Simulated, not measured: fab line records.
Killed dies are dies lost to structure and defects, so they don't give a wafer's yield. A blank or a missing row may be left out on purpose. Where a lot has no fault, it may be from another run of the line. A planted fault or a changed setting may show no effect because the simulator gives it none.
Split-lot study / flow n5 finfet / 39 wafers read from 7 lots, route of 1938 steps

## THE SPLIT
At N5_MOL_CONTACT_COAG_CVD_140 (deposits W, target thk 66.5 nm, time 215 s), the setting target thk a was moved away from the recipe's 665 angstrom on 12 of the 39 wafers read, by -13.1% to +13.8%. This setting was run at the recipe's value on the other wafers.

The split's own step is where the reading is taken.

## THE READING
W_of_MOL_CONTACT_COAG_CVD_140.thk nm (the simulator's own value, which no gauge read), in nm, at N5_MOL_CONTACT_COAG_CVD_140 (deposits W, target thk 66.5 nm, time 215 s). There is no usual value for it anywhere in the file. Here, 27 wafers ran the recipe; their average is 66.7 nm with a standard deviation of 0.63 nm.

wafer=L074.1; tool, chamber at the split=cvd w-02, 1,0; target thk a as run, angstrom=665; against the recipe=recipe; W_of_MOL_CONTACT_COAG_CVD_140.thk nm, nm=66.2; against lot-mates on the recipe=-
wafer=L074.5; tool, chamber at the split=cvd w-02, 1,0; target thk a as run, angstrom=665; against the recipe=recipe; W_of_MOL_CONTACT_COAG_CVD_140.thk nm, nm=66.2; against lot-mates on the recipe=-
wafer=L074.2; tool, chamber at the split=cvd w-02, 0; target thk a as run, angstrom=665; against the recipe=recipe; W_of_MOL_CONTACT_COAG_CVD_140.thk nm, nm=66.6; against lot-mates on the recipe=-
wafer=L074.3; tool, chamber at the split=cvd w-02, 0; target thk a as run, angstrom=665; against the recipe=recipe; W_of_MOL_CONTACT_COAG_CVD_140.thk nm, nm=65.6; against lot-mates on the recipe=-
wafer=L074.4; tool, chamber at the split=cvd w-02, 1; target thk a as run, angstrom=665; against the recipe=recipe; W_of_MOL_CONTACT_COAG_CVD_140.thk nm, nm=66; against lot-mates on the recipe=-
wafer=L074.6; tool, chamber at the split=cvd w-02, 1; target thk a as run, angstrom=665; against the recipe=recipe; W_of_MOL_CONTACT_COAG_CVD_140.thk nm, nm=66.8; against lot-mates on the recipe=-
wafer=L078.2; tool, chamber at the split=cvd w-02, 0; target thk a as run, angstrom=665; against the recipe=recipe; W_of_MOL_CONTACT_COAG_CVD_140.thk nm, nm=66.4; against lot-mates on the recipe=-
wafer=L078.4; tool, chamber at the split=cvd w-02, 1; target thk a as run, angstrom=665; against the recipe=recipe; W_of_MOL_CONTACT_COAG_CVD_140.thk nm, nm=67; against lot-mates on the recipe=-
wafer=L078.6; tool, chamber at the split=cvd w-02, 0; target thk a as run, angstrom=665; against the recipe=recipe; W_of_MOL_CONTACT_COAG_CVD_140.thk nm, nm=66; against lot-mates on the recipe=-
wafer=L084.1; tool, chamber at the split=cvd w-01, 0,1; target thk a as run, angstrom=665; against the recipe=recipe; W_of_MOL_CONTACT_COAG_CVD_140.thk nm, nm=66.8; against lot-mates on the recipe=-
wafer=L084.6; tool, chamber at the split=cvd w-01, 0,1; target thk a as run, angstrom=665; against the recipe=recipe; W_of_MOL_CONTACT_COAG_CVD_140.thk nm, nm=66.8; against lot-mates on the recipe=-
wafer=L084.2; tool, chamber at the split=cvd w-01, 1; target thk a as run, angstrom=665; against the recipe=recipe; W_of_MOL_CONTACT_COAG_CVD_140.thk nm, nm=67.2; against lot-mates on the recipe=-
wafer=L084.3; tool, chamber at the split=cvd w-01, 0; target thk a as run, angstrom=665; against the recipe=recipe; W_of_MOL_CONTACT_COAG_CVD_140.thk nm, nm=67; against lot-mates on the recipe=-
wafer=L084.4; tool, chamber at the split=cvd w-01, 1; target thk a as run, angstrom=665; against the recipe=recipe; W_of_MOL_CONTACT_COAG_CVD_140.thk nm, nm=66.2; against lot-mates on the recipe=-
wafer=L084.5; tool, chamber at the split=cvd w-01, 0; target thk a as run, angstrom=665; against the recipe=recipe; W_of_MOL_CONTACT_COAG_CVD_140.thk nm, nm=66.4; against lot-mates on the recipe=-
wafer=L086.1; tool, chamber at the split=cvd w-02, 1; target thk a as run, angstrom=665; against the recipe=recipe; W_of_MOL_CONTACT_COAG_CVD_140.thk nm, nm=67.2; against lot-mates on the recipe=-
wafer=L086.2; tool, chamber at the split=cvd w-02, 0; target thk a as run, angstrom=665; against the recipe=recipe; W_of_MOL_CONTACT_COAG_CVD_140.thk nm, nm=66.2; against lot-mates on the recipe=-
wafer=L086.4; tool, chamber at the split=cvd w-02, 0; target thk a as run, angstrom=665; against the recipe=recipe; W_of_MOL_CONTACT_COAG_CVD_140.thk nm, nm=66.2; against lot-mates on the recipe=-
wafer=L086.3; tool, chamber at the split=cvd w-02, 1; target thk a as run, angstrom=609.1; against the recipe=-8.4%; W_of_MOL_CONTACT_COAG_CVD_140.thk nm, nm=61.8; against lot-mates on the recipe=-4.7
wafer=L086.5; tool, chamber at the split=cvd w-02, 1; target thk a as run, angstrom=609.1; against the recipe=-8.4%; W_of_MOL_CONTACT_COAG_CVD_140.thk nm, nm=61; against lot-mates on the recipe=-5.5
wafer=L086.6; tool, chamber at the split=cvd w-02, 0; target thk a as run, angstrom=609.1; against the recipe=-8.4%; W_of_MOL_CONTACT_COAG_CVD_140.thk nm, nm=60.6; against lot-mates on the recipe=-5.9
wafer=L089.1; tool, chamber at the split=cvd w-02, 1; target thk a as run, angstrom=577.8; against the recipe=-13.1%; W_of_MOL_CONTACT_COAG_CVD_140.thk nm, nm=59; against lot-mates on the recipe=-8.8
wafer=L089.2; tool, chamber at the split=cvd w-02, 0; target thk a as run, angstrom=665; against the recipe=recipe; W_of_MOL_CONTACT_COAG_CVD_140.thk nm, nm=68.4; against lot-mates on the recipe=-
wafer=L089.3; tool, chamber at the split=cvd w-02, 1; target thk a as run, angstrom=577.8; against the recipe=-13.1%; W_of_MOL_CONTACT_COAG_CVD_140.thk nm, nm=58.8; against lot-mates on the recipe=-9.0
wafer=L089.4; tool, chamber at the split=cvd w-02, 0; target thk a as run, angstrom=577.8; against the recipe=-13.1%; W_of_MOL_CONTACT_COAG_CVD_140.thk nm, nm=59.2; against lot-mates on the recipe=-8.6
wafer=L089.5; tool, chamber at the split=cvd w-02, 1; target thk a as run, angstrom=665; against the recipe=recipe; W_of_MOL_CONTACT_COAG_CVD_140.thk nm, nm=66.8; against lot-mates on the recipe=-
wafer=L089.6; tool, chamber at the split=cvd w-02, 0; target thk a as run, angstrom=665; against the recipe=recipe; W_of_MOL_CONTACT_COAG_CVD_140.thk nm, nm=68.2; against lot-mates on the recipe=-
wafer=L091.1; tool, chamber at the split=cvd w-02, 0; target thk a as run, angstrom=756.5; against the recipe=+13.8%; W_of_MOL_CONTACT_COAG_CVD_140.thk nm, nm=75.2; against lot-mates on the recipe=+8.1
wafer=L091.2; tool, chamber at the split=cvd w-02, 1; target thk a as run, angstrom=665; against the recipe=recipe; W_of_MOL_CONTACT_COAG_CVD_140.thk nm, nm=66.8; against lot-mates on the recipe=-
wafer=L091.3; tool, chamber at the split=cvd w-02, 1; target thk a as run, angstrom=665; against the recipe=recipe; W_of_MOL_CONTACT_COAG_CVD_140.thk nm, nm=67.4; against lot-mates on the recipe=-
wafer=L091.4; tool, chamber at the split=cvd w-02, 0; target thk a as run, angstrom=756.5; against the recipe=+13.8%; W_of_MOL_CONTACT_COAG_CVD_140.thk nm, nm=76.6; against lot-mates on the recipe=+9.5
wafer=L091.5; tool, chamber at the split=cvd w-02, 1; target thk a as run, angstrom=756.5; against the recipe=+13.8%; W_of_MOL_CONTACT_COAG_CVD_140.thk nm, nm=75.4; against lot-mates on the recipe=+8.3
wafer=L091.6; tool, chamber at the split=cvd w-02, 0; target thk a as run, angstrom=665; against the recipe=recipe; W_of_MOL_CONTACT_COAG_CVD_140.thk nm, nm=67; against lot-mates on the recipe=-
wafer=L092.1; tool, chamber at the split=cvd w-02, 1; target thk a as run, angstrom=724; against the recipe=+8.9%; W_of_MOL_CONTACT_COAG_CVD_140.thk nm, nm=72.8; against lot-mates on the recipe=+6.0
wafer=L092.2; tool, chamber at the split=cvd w-02, 0; target thk a as run, angstrom=665; against the recipe=recipe; W_of_MOL_CONTACT_COAG_CVD_140.thk nm, nm=66.6; against lot-mates on the recipe=-
wafer=L092.3; tool, chamber at the split=cvd w-02, 0; target thk a as run, angstrom=665; against the recipe=recipe; W_of_MOL_CONTACT_COAG_CVD_140.thk nm, nm=66.4; against lot-mates on the recipe=-
wafer=L092.4; tool, chamber at the split=cvd w-02, 1,0; target thk a as run, angstrom=724; against the recipe=+8.9%; W_of_MOL_CONTACT_COAG_CVD_140.thk nm, nm=72.6; against lot-mates on the recipe=+5.8
wafer=L092.6; tool, chamber at the split=cvd w-02, 1,0; target thk a as run, angstrom=724; against the recipe=+8.9%; W_of_MOL_CONTACT_COAG_CVD_140.thk nm, nm=72.6; against lot-mates on the recipe=+5.8
wafer=L092.5; tool, chamber at the split=cvd w-02, 1; target thk a as run, angstrom=665; against the recipe=recipe; W_of_MOL_CONTACT_COAG_CVD_140.thk nm, nm=67.4; against lot-mates on the recipe=-
The file does not say which wafer passed through which chamber wherever a row lists several chambers: such a row stands for several wafers.

FIT RESULTS
A straight line over all 39 wafers: W_of_MOL_CONTACT_COAG_CVD_140.thk nm changes by +0.636 nm for each +1% of target thk a; r = +0.99; the points scatter about the line by 0.62 nm.
The same after taking each lot's own level away (the mean of its wafers on the recipe; 39 wafers): +0.65 nm for each +1%; r = +0.99; scatter 0.45 nm.
According to that fit, moving target thk a by its largest amount changes the reading by 8.9 nm.
The lots' own levels span 66.23 to 67.80 nm, that is 2.5 times the standard deviation above.
Hence the lot-to-lot level has little effect on the slope; both slopes agree.
Check: with one of the wafers moved furthest among these (+13.8%) left out of the fit, the line predicts +9.06 nm for it against its lot-mates. It came out at +8.13 nm against them.

## ADDITIONAL SPLITS CARRIED BY THESE WAFERS
These wafers also went through other splits before the reading. Each is held against what the fit with the lots' levels taken away leaves over:
other split on the same wafers=N5_FIN_CUT_CUT_ETCH_26 time s; wafers away from the commonest value=15; r with W_of_MOL_CONTACT_COAG_CVD_140.thk nm (lot level and that fit taken away)=-0.15
other split on the same wafers=N5_DUMMY_GATE_ETCH_42 bias w; wafers away from the commonest value=18; r with W_of_MOL_CONTACT_COAG_CVD_140.thk nm (lot level and that fit taken away)=+0.14

## FILE'S OWN FIT
W_of_MOL_CONTACT_COAG_CVD_140.thk nm changes by +0.65 nm for each +1% of target thk a, r = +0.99.
